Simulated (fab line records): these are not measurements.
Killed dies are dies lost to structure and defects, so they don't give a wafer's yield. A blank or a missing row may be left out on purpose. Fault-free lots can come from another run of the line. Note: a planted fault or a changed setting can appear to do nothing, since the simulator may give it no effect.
fab line records	flow n5Finfet
[record] lots = 10	wafers = 30	lastDay = 21
route steps=1938 shown BEOL_M11@1540 PASSIVATION@1936
lots untouched by any fault: they come from a run of this same line in which no faults occurred
startH: hours from the record's first day to the start of the lot's first wafer shown	waitH: hours since the lot's step before	" unchanged from the row above	L1.1+2: a row that stands for several wafers	- no value, or no start given	* or withheld: withheld	< > ~ a bound
route shown NAME@n: names a module that has steps shown in the file, with the first one's number in the route	usual: the fault-free wafers' mean and standard deviation	same: alike in all rows	chamber/n: place in a boat	sites: each site's reading	_std_site: their standard deviation	_edge_site: the outer-site mean with the inner-site mean subtracted	radiusMm: how far each site lies from the wafer's centre	mask NAME#n: copy n	behind: the most recent tool/chamber to have shaped the wafer	hold: the reason the lot was held/the length of the hold in hours/how it ended	device: whichever transistor did not switch (one of n, p or np)	end of line: at the end of the route, the tests of the same wafers	a step with no rows: only its recipe	killed: count of dies lost to structure and defects at first sort (not the wafer's yield)	map: dies across one wafer; x = killed, . = not, _ = none there
set.NAME: the setting the step ran with; set.NAME@STEP: the setting that earlier step ran with	model.NAME: the simulator's own value behind a step, which no gauge read
steps of the route over a sample of lots; a table a step, a row a wafer
services: the hour from which a tool's chamber was out of use, counted from the record's first day as startH (under 0 if before that day), plus the number of hours and why
[[steps]]
[step N5_BEOL_M11_HM_DEP_02]
[recipe] material = TiN	targetThkA = 200	tempC = 25	chamberPressurePa = 0.49996
[usual] chamberPressurePa = 0.5000/0.001	throttleValvePct = 30.4/0.74
lot.wafer	tool	chamber	startH	waitH	chamberPressurePa	throttleValvePct
L640.1	pvdSputter-02	-	289.38	0.1	0.4998	29.8
L640.3	"	-	"	"	0.5016	30.9
L640.6	"	-	"	"	0.4997	30.0
L639.3	pvdSputter-02	-	294.70	1.0	0.4991	30.2
L639.4	"	-	"	"	0.4996	30.8
L639.6	"	-	"	"	0.5000	30.4
L641.1	pvdSputter-03	-	303.84	0.8	0.5015	29.4
L641.4	"	-	"	"	0.5021	32.2
L641.6	"	-	"	"	0.5011	30.1
L642.3	pvdSputter-03	-	311.06	1.6	0.4979	29.3
L642.5	"	-	"	"	0.5003	31.8
L642.6	"	-	"	"	0.4999	30.7
L653.3	pvdSputter-03	-	372.50	0.1	0.5002	32.0
L653.5	"	-	"	"	0.5016	31.7
L653.6	"	-	"	"	0.4999	29.1
L656.1	pvdSputter-03	-	385.90	3.0	0.4993	30.5
L656.2	"	-	"	"	0.4987	29.1
L656.4	"	-	"	"	0.5015	32.0
L655.2	pvdSputter-03	-	405.17	0.6	0.5008	30.1
L655.4	"	-	"	"	0.5005	29.2
L655.5	"	-	"	"	0.4997	29.3
L659.2	pvdSputter-02	-	413.49	1.0	0.4992	29.8
L659.3	"	-	"	"	0.4999	30.7
L659.4	"	-	"	"	0.4986	30.2
L657.1	pvdSputter-01	-	419.40	1.9	0.4997	30.9
L657.4	"	-	"	"	0.5014	30.3
L657.6	"	-	"	"	0.4986	30.2
L660.2	pvdSputter-02	-	462.86	0.8	0.5010	30.0
L660.3	"	-	"	"	0.4985	30.8
L660.5	"	-	"	"	0.5004	29.8
[step N5_BEOL_M11_ETCH_62]
[recipe] chemistry = N2/H2	target = SOC	targetDepthA = 1100	overetchA = 220	maskMaterial = SiARC	tempC = 40	timeS = 165	ionEnergyEv = 200	pressureMtorr = 30	sourceW = 840	biasW = 150	n2FlowSccm = 200	h2FlowSccm = 200
[usual] biasW = 150.0/0.42	drypumpMotorCurrentA = 5.8/0.37	oesProductAu = 0.68/0.064	rfFwdPowerW = 837.3/2.5	rfVppV = 524/3.1	showerheadPlenumPTorr = 2.56/0.11	throttleValvePct = 17.79/0.21
lot.wafer	tool	chamber	startH	waitH	biasW	drypumpMotorCurrentA	oesProductAu	rfFwdPowerW	rfHoursCounterH	rfVppV	showerheadPlenumPTorr	throttleValvePct
L640.1	rieDiel-03	3	289.93	0.0	150.5	5.2	0.71	836.9	60	525	2.70	17.87
L640.3	"	2	"	"	150.5	6.3	0.70	832.2	89	526	2.70	17.83
L640.6	"	1	"	"	149.9	5.8	0.58	839.9	-	526	2.59	18.34
L639.3	rieDiel-02	1	295.37	0.0	150.6	5.4	0.64	839.8	157	521	2.45	17.76
L639.4	"	0	"	"	150.3	5.8	0.79	842.7	16	523	2.52	18.01
L639.6	"	3	"	"	150.2	5.9	0.61	836.9	-	527	2.62	17.86
L641.1	rieDiel-03	0	304.39	0.0	149.9	6.2	0.65	836.7	152	523	2.54	17.47
L641.4	"	2	"	"	150.5	6.3	0.70	841.5	-	528	2.69	17.86
L641.6	"	3	"	"	150.2	5.2	0.72	833.9	-	527	2.70	17.88
L642.3	rieDiel-02	2	311.73	0.0	150.4	5.7	0.63	839.8	178	518	2.30	17.71
L642.5	"	2	"	"	150.2	5.7	0.63	837.7	-	518	2.30	17.73
L642.6	"	1	"	"	149.0	5.4	0.63	836.9	-	520	2.45	17.76
L653.3	rieDiel-02	0	376.58	0.0	98.6	5.8	0.76	835.3	42	399	2.51	18.06
L653.5	"	0	"	"	98.4	5.8	0.75	834.8	-	398	2.51	18.05
L653.6	"	1	"	"	149.5	5.4	0.62	836.8	-	522	2.44	17.80
L656.1	rieDiel-06	0	386.62	0.0	150.7	6.2	0.62	838.6	149	525	2.51	17.43
L656.2	"	1	"	"	149.5	5.5	0.78	836.8	24	527	2.58	17.36
L656.4	"	3	"	"	150.0	5.4	0.69	834.0	90	522	2.44	17.56
L655.2	rieDiel-06	1	405.76	0.0	150.1	5.5	0.78	841.3	31	525	2.58	17.37
L655.4	"	3	"	"	149.7	5.4	0.69	837.1	95	522	2.44	17.60
L655.5	"	1	"	"	149.7	5.5	0.78	840.3	-	525	2.58	17.36
L659.2	rieDiel-06	2	414.34	0.0	149.7	5.2	0.68	836.3	92	525	2.57	17.55
L659.3	"	3	"	"	149.9	5.5	0.68	841.1	98	521	2.44	17.60
L659.4	"	3	"	"	149.7	5.4	0.68	838.7	-	521	2.44	17.58
L657.1	rieDiel-03	1	420.78	0.0	149.5	5.7	0.77	834.9	30	525	2.57	17.96
L657.4	"	2	"	"	150.1	6.2	0.66	839.5	134	529	2.68	17.92
L657.6	"	3	"	"	150.4	5.2	0.68	835.9	-	527	2.68	17.95
L660.2	rieDiel-03	3	463.63	0.0	149.4	5.1	0.67	836.0	123	528	2.67	18.00
L660.3	"	2	"	"	150.0	6.3	0.65	832.1	152	526	2.67	17.97
L660.5	"	0	"	"	150.5	6.2	0.61	836.8	-	524	2.52	17.55
[step N5_BEOL_M11_STRIP_67]
[recipe] chemistry = CF4	resist = SiARC	powerW = 300	biasPowerW = 75	pressureMtorr = 50	cf4FlowSccm = 150	rfFrequencyHz = 6e+07
[usual] drypumpMotorCurrentA = 5.8/0.37	oesProductAu = 0.80/0.075	rfVppV = 271.3/1.7	showerheadPlenumPTorr = 1.80/0.07	throttleValvePct = 13.50/0.14
lot.wafer	tool	chamber	startH	waitH	drypumpMotorCurrentA	oesProductAu	rfHoursCounterH	rfVppV	showerheadPlenumPTorr	throttleValvePct
L640.1	rieDiel-03	3	290.08	0.0	5.2	0.86	60	272.3	1.89	13.46
L640.3	"	2	"	"	6.2	0.83	89	274.5	1.88	13.39
L640.6	"	1	"	"	5.8	0.69	-	272.2	1.82	14.08
L639.3	rieDiel-02	1	295.52	0.0	5.4	0.75	157	269.4	1.74	13.55
L639.4	"	0	"	"	5.7	0.93	16	269.8	1.76	13.36
L639.6	"	3	"	"	5.9	0.72	-	270.7	1.83	13.57
L641.1	rieDiel-03	0	304.53	0.0	6.1	0.76	153	271.3	1.79	13.33
L641.4	"	2	"	"	6.3	0.82	-	273.0	1.87	13.40
L641.6	"	3	"	"	5.2	0.85	-	272.0	1.89	13.46
L642.3	rieDiel-02	2	311.88	0.0	5.7	0.75	178	268.3	1.64	13.61
L642.5	"	2	"	"	5.6	0.74	-	267.4	1.64	13.61
L642.6	"	1	"	"	5.4	0.75	-	271.6	1.74	13.55
L653.3	rieDiel-02	0	376.73	0.0	5.8	0.89	42	270.2	1.75	13.42
L653.5	"	0	"	"	5.8	0.88	-	270.7	1.75	13.42
L653.6	"	1	"	"	5.4	0.73	-	269.9	1.73	13.60
L656.1	rieDiel-06	0	386.77	0.0	6.2	0.74	149	271.0	1.79	13.48
L656.2	"	1	"	"	5.6	0.94	24	272.5	1.80	13.11
L656.4	"	3	"	"	5.4	0.81	90	269.7	1.74	13.59
L655.2	rieDiel-06	1	405.90	0.0	5.5	0.92	31	272.8	1.80	13.13
L655.4	"	3	"	"	5.4	0.81	95	269.5	1.74	13.62
L655.5	"	1	"	"	5.5	0.92	-	270.7	1.80	13.13
L659.2	rieDiel-06	2	414.48	0.0	5.2	0.81	92	271.1	1.81	13.31
L659.3	"	3	"	"	5.4	0.81	98	268.7	1.74	13.60
L659.4	"	3	"	"	5.4	0.80	-	271.0	1.74	13.61
L657.1	rieDiel-03	1	420.93	0.0	5.8	0.90	30	270.9	1.81	13.56
L657.4	"	2	"	"	6.2	0.78	134	273.4	1.86	13.49
L657.6	"	3	"	"	5.2	0.81	-	273.5	1.88	13.58
L660.2	rieDiel-03	3	463.78	0.0	5.2	0.80	123	272.2	1.87	13.62
L660.3	"	2	"	"	6.2	0.76	152	272.5	1.86	13.52
L660.5	"	0	"	"	6.1	0.72	-	270.0	1.78	13.44
[step N5_BEOL_M11_CD_MEAS_18]
[recipe] pitchNm = 140	targetCdNm = 70
[usual] cdNm = 69.7/0.87
lot.wafer	tool	chamber	startH	waitH	cdNm
L640.1	cdSem-02	-	290.30	0.0	70.4
L640.3	"	-	"	"	70.4
L640.6	"	-	"	"	69.1
L639.3	cdSem-01	-	295.74	0.1	70.4
L639.4	"	-	"	"	70.0
L639.6	"	-	"	"	68.1
L641.1	cdSem-03	-	305.03	0.0	69.2
L641.4	"	-	"	"	69.9
L641.6	"	-	"	"	68.4
L642.3	cdSem-02	-	312.10	0.1	70.3
L642.5	"	-	"	"	70.2
L642.6	"	-	"	"	69.8
L653.3	cdSem-03	-	377.07	0.1	67.5
L653.5	"	-	"	"	68.3
L653.6	"	-	"	"	68.0
L656.1	cdSem-01	-	387.06	0.0	69.6
L656.2	"	-	"	"	69.7
L656.4	"	-	"	"	69.3
L655.2	cdSem-02	-	406.13	0.1	71.2
L655.4	"	-	"	"	69.2
L655.5	"	-	"	"	70.5
L659.2	cdSem-02	-	414.89	0.1	71.2
L659.3	"	-	"	"	69.6
L659.4	"	-	"	"	70.3
L657.1	cdSem-03	-	421.18	0.0	69.4
L657.4	"	-	"	"	68.6
L657.6	"	-	"	"	69.6
L660.2	cdSem-03	-	464.09	0.1	70.7
L660.3	"	-	"	"	69.8
L660.5	"	-	"	"	70.0
[step N5_PASSIVATION_PROBE_49]
[usual] defectLimitedYield = 91.4/1.4	killed_at_M0_to_M3 = 34/9.1	killed_at_M4_up = 14/5.2	killedAtContacts = 12/6.4	killedAtFrontEnd = 38/11	killedAtOther = 3.7/2.8	killedDies = 102/17	killedOpen = 68/13	killedShort = 32/7.8	sort_bin_4_leakage = 0.05/0.3	sort_bin_5_function = 5.1/1	sort_bin_6_memory = 3.2/0.66	sortNPass = 1076/19	sortYieldPct = 91.2/1.6
[same] grossDies = 1180	killedAtBackSide = 0	sort_bin_8_speed[%] = 0
lot.wafer	tool	chamber	startH	waitH	defectLimitedYield[%]	killed_at_M0_to_M3	killed_at_M4_up	killedAtContacts	killedAtFrontEnd	killedAtOther	killedDies	killedOpen	killedShort	sort_bin_4_leakage[%]	sort_bin_5_function[%]	sort_bin_6_memory[%]	sortNPass	sortYieldPct[%]
L653.3	prober-01	-	426.42	0.1	91.0	26	22	3	53	2	106	65	37	0	5.3	3.3	1074	91.0
L653.5	prober-01	-	426.52	0.2	91.9	34	10	15	31	6	96	62	32	0	5.6	2.5	1084	91.9
// killed by level:class
L653.3 FIN_SAQP:geometricParticle:open=12 FIN_SAQP:geometricParticle:short=11 STI_FIN_REVEAL:geometricParticle:open=9 BEOL_M4:geometricParticle:open=7 BEOL_M0_SAQP:geometricParticle:short=7 BEOL_M0_SAQP:geometricParticle:open=7 STI_FIN_REVEAL:geometricParticle:short=5 STARTING-WAFER:geometricParticle:open=5
L653.5 BEOL_M0_SAQP:geometricParticle:short=11 BEOL_M0_SAQP:geometricParticle:open=11 FIN_SAQP:geometricParticle:short=9 MOL_CONTACT_COAG:geometricParticle:open=9 FIN_SAQP:geometricParticle:open=8 STI_FIN_REVEAL:geometricParticle:open=6 MOL_CONTACT_COAG:geometricParticle:short=6 BEOL_M8:geometricParticle:open=4
[[services]]
tool	chamber	startH	hours	kind
rieDiel-06	1	270.24	-	clean
rieDiel-06	1	270.24	-	consumableReplace:focusRing
rieDiel-06	1	270.24	24.8	scheduledDown
rieDiel-06	1	270.24	24.8	ventCycle
rieDiel-03	1	291.62	-	clean
rieDiel-03	1	291.62	-	consumableReplace:focusRing
rieDiel-03	1	291.62	13.8	scheduledDown
rieDiel-03	1	291.62	13.8	ventCycle
rieDiel-03	1	329.37	6.6	repair
rieDiel-03	1	340.94	8.2	repair
rieDiel-03	0	353.27	4.3	repair
rieDiel-02	0	384.42	8.9	repair
rieDiel-02	1	402.36	6.6	repair
rieDiel-02	2	408.53	8.2	repair
rieDiel-06	-	416.45	15.6	pm
pvdSputter-03	-	423.06	8.9	repair
rieDiel-03	1	423.86	10.7	repair
rieDiel-02	3	433.54	-	clean
rieDiel-02	3	433.54	-	consumableReplace:focusRing
rieDiel-02	3	433.54	21.6	scheduledDown
rieDiel-02	3	433.54	21.6	ventCycle
rieDiel-03	2	433.58	1.2	repair
pvdSputter-01	-	443.95	4.9	repair
pvdSputter-03	-	444.22	1.9	repair
[[key]]
[firstSign] step = N5_BEOL_M11_ETCH_62	reading = biasW	direction = down	sigmas = 99+	usual = *	struck = *
[effect] step = N5_BEOL_M11_ETCH_62	reading = rfVppV	direction = down	sigmas = 41	usual = 524	struck = 398
metAt N5_BEOL_M11_ETCH_62
struckLots L653
struckWafers L653.3,L653.5
notActingAt N5_BEOL_M11_HM_DEP_02,N5_BEOL_M11_STRIP_67,N5_BEOL_M11_CD_MEAS_18
onsetBetween 295.37 376.58
[fault] kind = processParameterDrift	tool = rieDiel-02	chamber = 0	onsetH = 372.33	steps = N5_BEOL_M11_ETCH_62	channel = biasW	offset = *	shape = step	endH = 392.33	actsIn = *	stated = *
